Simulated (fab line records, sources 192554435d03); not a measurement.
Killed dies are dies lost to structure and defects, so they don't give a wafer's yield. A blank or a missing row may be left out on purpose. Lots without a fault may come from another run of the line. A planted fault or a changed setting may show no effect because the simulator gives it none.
Which tool did it? | flow n5_finfet | 10 lots, 30 wafers sampled, at 5 steps of a route of 1938

WHAT THE GAUGES READ, wafer by wafer
N5_BEOL_M4_RC_MEAS_101. Usual: DIBL_N 36.1 mV/V, standard deviation 1.6; DIBL_P 35.7 mV/V, standard deviation 1.8; IOFF_N 0.159 nA/um, standard deviation 0.027; IOFF_P 0.21 nA/um, standard deviation 0.03; ION_N 673 uA/um, standard deviation 10; ION_P 462 uA/um, standard deviation 7.4; SS_N 71.4 mV/dec, standard deviation 0.56; SS_P 73.2 mV/dec, standard deviation 0.61; VT_N 249.7 mV, standard deviation 3; VT_P -250 mV, standard deviation 3.1.
lot  | measured     | on        | DIBL_N (mV/V)  | DIBL_P (mV/V)  | IOFF_N (nA/um)    | IOFF_P (nA/um) | ION_N (uA/um) | ION_P (uA/um) | SS_N (mV/dec)  | SS_P (mV/dec)  | VT_N (mV)         | VT_P (mV)      | flag
L383 | day 10 11:17 | prober-02 | 37.7 37.4 36.4 | 36.6 37.4 35.7 | 0.169 0.162 0.149 | 0.22 0.24 0.21 | 674 676 675   | 460 470 462   | 71.1 71.4 71.5 | 73.6 72.9 73.1 | 249.1 249.4 248.8 | -251 -247 -248 |
L384 | day 10 17:29 | prober-02 | 35.6 35.1 37.0 | 36.0 35.4 37.4 | 0.159 0.149 0.190 | 0.20 0.19 0.23 | 684 673 678   | 463 459 464   | 71.0 71.8 71.6 | 73.1 72.8 73.9 | 247.0 249.9 246.2 | -251 -251 -249 |
L385 | day 10 21:25 | prober-01 | 38.7 37.7 36.6 | 37.3 36.7 34.5 | 0.185 0.170 0.151 | 0.24 0.22 0.19 | 683 676 654   | 466 463 450   | 71.8 71.8 71.3 | 73.4 74.3 73.6 | 248.5 249.2 253.6 | -250 -248 -251 |
L386 | day 11 04:47 | prober-02 | 36.8 35.7 36.5 | 38.0 36.2 37.4 | 0.164 0.139 0.158 | 0.26 0.22 0.25 | 664 675 678   | 462 471 469   | 71.3 71.6 70.7 | 73.9 72.9 74.2 | 248.3 252.3 249.6 | -246 -250 -245 |
L388 | day 11 15:17 | prober-01 | 39.8 38.1 38.0 | 39.4 36.4 36.1 | 0.213 0.185 0.174 | 0.26 0.20 0.19 | 686 687 683   | 463 461 456   | 72.4 71.5 71.9 | 75.0 73.2 73.5 | 248.3 247.3 248.9 | -249 -253 -253 |
L391 | day 12 17:29 | prober-01 | 35.4 38.7 39.3 | 35.2 38.5 38.7 | 0.131 0.195 0.200 | 0.18 0.23 0.23 | 675 679 686   | 462 463 466   | 70.7 71.5 71.9 | 72.7 74.0 74.1 | 249.4 246.7 248.2 | -251 -249 -246 |
L392 | day 12 18:56 | prober-02 | 37.5 34.7 36.6 | 34.8 31.6 34.2 | 0.156 0.118 0.154 | 0.19 0.15 0.19 | 660 643 677   | 450 447 460   | 71.6 71.4 70.9 | 73.1 72.4 73.1 | 251.8 254.1 250.6 | -251 -255 -256 |
L393 | day 13 17:08 | prober-01 | 34.9 35.7 36.4 | 34.5 36.9 37.7 | 0.122 0.148 0.163 | 0.17 0.21 0.21 | 666 683 683   | 455 467 465   | 71.1 70.8 71.6 | 73.3 73.6 73.8 | 253.6 250.6 250.1 | -252 -250 -251 |
L375 | day 13 19:43 | prober-02 | 35.2 34.6 35.8 | 36.1 35.4 36.3 | 0.172 0.143 0.170 | 0.23 0.23 0.24 | 691 664 680   | 479 471 468   | 71.9 71.3 71.6 | 73.7 73.3 74.1 | 247.3 251.2 250.4 | -247 -246 -246 |
L395 | day 15 05:43 | prober-01 | 35.2 34.7 36.7 | 34.8 33.7 36.9 | 0.156 0.139 0.201 | 0.22 0.20 0.26 | 662 670 694   | 460 468 482   | 71.1 70.9 71.0 | 73.1 72.1 73.1 | 247.2 251.6 243.3 | -244 -245 -242 |

WHICH TOOL RAN EACH LOT (tool, then ch and the chambers of the sampled wafers, then the start)
lot  | N5_BEOL_M4_SPUTTER_48        | N5_BEOL_M4_ANNEAL_80         | N5_BEOL_M4_ANNEAL_82         | N5_BEOL_M4_ANNEAL_91
L383 | pvd_sputter-03, day 10 08:17 | pvd_sputter-03, day 10 08:35 | pvd_sputter-03, day 10 08:48 | pvd_sputter-03, day 10 09:28
L384 | pvd_sputter-02, day 10 08:42 | pvd_sputter-02, day 10 14:17 | pvd_sputter-02, day 10 14:31 | pvd_sputter-02, day 10 15:10
L385 | pvd_sputter-02, day 10 18:28 | pvd_sputter-02, day 10 18:46 | pvd_sputter-02, day 10 18:59 | pvd_sputter-02, day 10 19:39
L386 | pvd_sputter-02, day 11 01:55 | pvd_sputter-02, day 11 02:13 | pvd_sputter-02, day 11 02:26 | pvd_sputter-02, day 11 03:05
L388 | pvd_sputter-02, day 11 12:25 | pvd_sputter-02, day 11 12:43 | pvd_sputter-02, day 11 12:56 | pvd_sputter-02, day 11 13:36
L391 | pvd_sputter-02, day 12 14:01 | pvd_sputter-02, day 12 14:19 | pvd_sputter-02, day 12 14:32 | pvd_sputter-02, day 12 15:11
L392 | pvd_sputter-01, day 12 15:35 | pvd_sputter-01, day 12 15:53 | pvd_sputter-01, day 12 16:07 | pvd_sputter-01, day 12 16:46
L393 | pvd_sputter-03, day 13 13:45 | pvd_sputter-03, day 13 14:03 | pvd_sputter-03, day 13 14:16 | pvd_sputter-03, day 13 14:56
L375 | pvd_sputter-01, day 13 16:43 | pvd_sputter-01, day 13 17:01 | pvd_sputter-01, day 13 17:14 | pvd_sputter-01, day 13 17:53
L395 | pvd_sputter-02, day 15 02:47 | pvd_sputter-02, day 15 03:05 | pvd_sputter-02, day 15 03:19 | pvd_sputter-02, day 15 03:58
- N5_BEOL_M4_SPUTTER_48: material Cu, target thk 4.5 nm, time 8.29 s.
- N5_BEOL_M4_ANNEAL_80: time 240 s.
- N5_BEOL_M4_ANNEAL_82: time 240 s.
- N5_BEOL_M4_ANNEAL_91: time 240 s.

WHAT THE TOOLS THEMSELVES READ (means of the sampled wafers that have a number; where no wafer has one, the mark that the record gives instead)
N5_BEOL_M4_SPUTTER_48. Usual: chamber_pressure_pa 0.06999 Pa, standard deviation 0.00014; chuck_sensor_temp_C -15.9 C, standard deviation 0.55; throttle_valve_pct 29.5 %, standard deviation 1.2.
lot  | tool           | chamber_pressure_pa (Pa) | chuck_sensor_temp_C (C) | throttle_valve_pct (%) | flag
L383 | pvd_sputter-03 | 0.07002                  | -15.7                   | 28.3                   |
L384 | pvd_sputter-02 | 0.07013                  | -16.4                   | 31.0                   |
L385 | pvd_sputter-02 | 0.06994                  | -16.1                   | 30.2                   |
L386 | pvd_sputter-02 | 0.06984                  | -16.2                   | 30.3                   |
L388 | pvd_sputter-02 | 0.07000                  | -16.0                   | 29.8                   |
L391 | pvd_sputter-02 | 0.07007                  | -16.2                   | 30.2                   |
L392 | pvd_sputter-01 | 0.06991                  | -15.8                   | 30.6                   |
L393 | pvd_sputter-03 | 0.06984                  | -15.4                   | 29.2                   |
L375 | pvd_sputter-01 | 0.06979                  | -15.8                   | 29.9                   |
L395 | pvd_sputter-02 | 0.06981                  | -16.1                   | 30.5                   |

N5_BEOL_M4_ANNEAL_80. Usual: heater_power_w 803 W, standard deviation 63; susceptor_temp_C 399.99 C, standard deviation 0.22.
lot  | tool           | heater_power_w (W) | susceptor_temp_C (C) | flag
L383 | pvd_sputter-03 | 790                | 400.17               |
L384 | pvd_sputter-02 | 785                | 400.13               |
L385 | pvd_sputter-02 | 780                | 399.99               |
L386 | pvd_sputter-02 | 790                | 399.92               |
L388 | pvd_sputter-02 | 809                | 399.94               |
L391 | pvd_sputter-02 | 815                | 399.98               |
L392 | pvd_sputter-01 | 798                | 399.74               |
L393 | pvd_sputter-03 | 843                | 400.05               |
L375 | pvd_sputter-01 | 787                | 400.04               |
L395 | pvd_sputter-02 | 813                | 400.09               |

N5_BEOL_M4_ANNEAL_82. Usual: heater_power_w 803 W, standard deviation 62; susceptor_temp_C 400.00 C, standard deviation 0.21.
lot  | tool           | heater_power_w (W) | susceptor_temp_C (C) | flag
L383 | pvd_sputter-03 | 786                | 400.11               |
L384 | pvd_sputter-02 | -                  | -                    | OFF
L385 | pvd_sputter-02 | -                  | -                    | OFF
L386 | pvd_sputter-02 | 785                | 399.92               |
L388 | pvd_sputter-02 | 811                | 400.01               |
L391 | pvd_sputter-02 | 816                | 400.04               |
L392 | pvd_sputter-01 | 790                | 400.05               |
L393 | pvd_sputter-03 | 833                | 399.89               |
L375 | pvd_sputter-01 | -                  | -                    | OFF
L395 | pvd_sputter-02 | 813                | 399.78               |

N5_BEOL_M4_ANNEAL_91. Usual: heater_power_w 802 W, standard deviation 62; susceptor_temp_C 399.99 C, standard deviation 0.2.
lot  | tool           | heater_power_w (W) | susceptor_temp_C (C) | flag
L383 | pvd_sputter-03 | 790                | 399.96               |
L384 | pvd_sputter-02 | 789                | 400.19               |
L385 | pvd_sputter-02 | 790                | 399.79               |
L386 | pvd_sputter-02 | 794                | 400.06               |
L388 | pvd_sputter-02 | 811                | 399.78               |
L391 | pvd_sputter-02 | 822                | 399.94               |
L392 | pvd_sputter-01 | 791                | 399.66               |
L393 | pvd_sputter-03 | 839                | 400.01               |
L375 | pvd_sputter-01 | 772                | 399.92               |
L395 | pvd_sputter-02 | 819                | 400.14               |

THE ANSWER, worked out from the rows above alone
Rule: a lot is off if the mean of its wafers that have a number lies more than 3 standard deviations from the usual mean. A lot without any number at a reading at which 4 lots or more have one is off too. The other lots that the step has rows for count as sound. The gauges are gone through in route order, then the tools' own readings, and for those a lot's mean is taken as printed above. The first step at which some lot is off is used, and at that step the reading that is off furthest; a lot without a number counts as furthest.
Off: L384, L385, L375, at N5_BEOL_M4_ANNEAL_82 (heater_power_w). Without a number there: L384, L385, L375.
A tool fits if, at that step or a process step before it, it ran every lot that is off, and no sound lot after the first of them. None of those tried fits.

WHAT THE SIMULATOR HAD PUT IN
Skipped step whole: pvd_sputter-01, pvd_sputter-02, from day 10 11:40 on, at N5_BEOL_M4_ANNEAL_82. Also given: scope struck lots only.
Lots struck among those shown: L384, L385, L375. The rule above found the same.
